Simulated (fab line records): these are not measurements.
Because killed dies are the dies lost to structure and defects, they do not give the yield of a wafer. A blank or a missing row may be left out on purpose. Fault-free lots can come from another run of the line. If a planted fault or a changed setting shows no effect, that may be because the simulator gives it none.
Chamber matching + flow n5_finfet + 3 sister chambers for N5_BEOL_M0_SAQP_PECVD_04 on pecvd-03
The step deposits a-Si from SiH4/He, target thk 60 nm, time 60.2 s. 3 wafers are shown with their chamber, then 9 later ones without.

== WAFERS, EACH WITH ITS CHAMBER ==
| wafer  | chamber | throttle_valve_pct (%) |
|--------|---------|------------------------|
| L088.2 | 2       | 20.0                   |
| L092.2 | 1       | 20.9                   |
| L092.6 | 0       | 18.1                   |

== WAFERS WHOSE CHAMBER IS MISSING ==
| wafer  | throttle_valve_pct (%) |
|--------|------------------------|
| L093.2 | 17.7                   |
| L093.3 | 17.5                   |
| L093.4 | 20.9                   |
| L095.1 | 17.3                   |
| L095.4 | 17.4                   |
| L095.5 | 20.9                   |
| L096.1 | 17.3                   |
| L096.2 | 18.0                   |
| L096.5 | 20.9                   |

== EACH ONE'S CHAMBER ==
| wafer  | from the rows above     | in truth                   |
|--------|-------------------------|----------------------------|
| L093.2 | 0                       | 0                          |
| L093.3 | 0                       | 0                          |
| L093.4 | can't be placed: 1 or 2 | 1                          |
| L095.1 | 0                       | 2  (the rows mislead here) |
| L095.4 | 0                       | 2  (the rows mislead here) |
| L095.5 | can't be placed: 1 or 2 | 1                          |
| L096.1 | 0                       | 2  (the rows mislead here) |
| L096.2 | 0                       | 0                          |
| L096.5 | can't be placed: 1 or 2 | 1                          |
3 of 9 placed correctly. Not placeable from these rows: 3 (in 3, the candidates include the true chamber). Number placed wrongly: 3.
How it was worked out, from the rows above alone: a wafer's distance from a chamber is the root of the sum, over the readings, of the square of ((its reading less the chamber's mean) divided by the reading's scatter). The wafer belongs to the nearest chamber; if the next one is less than 2 further off, it can't be placed. Each chamber's mean is taken over the wafers shown for it. The scatter: root of mean squared gap, hidden wafer to nearest shown wafer, with one shown wafer a chamber.
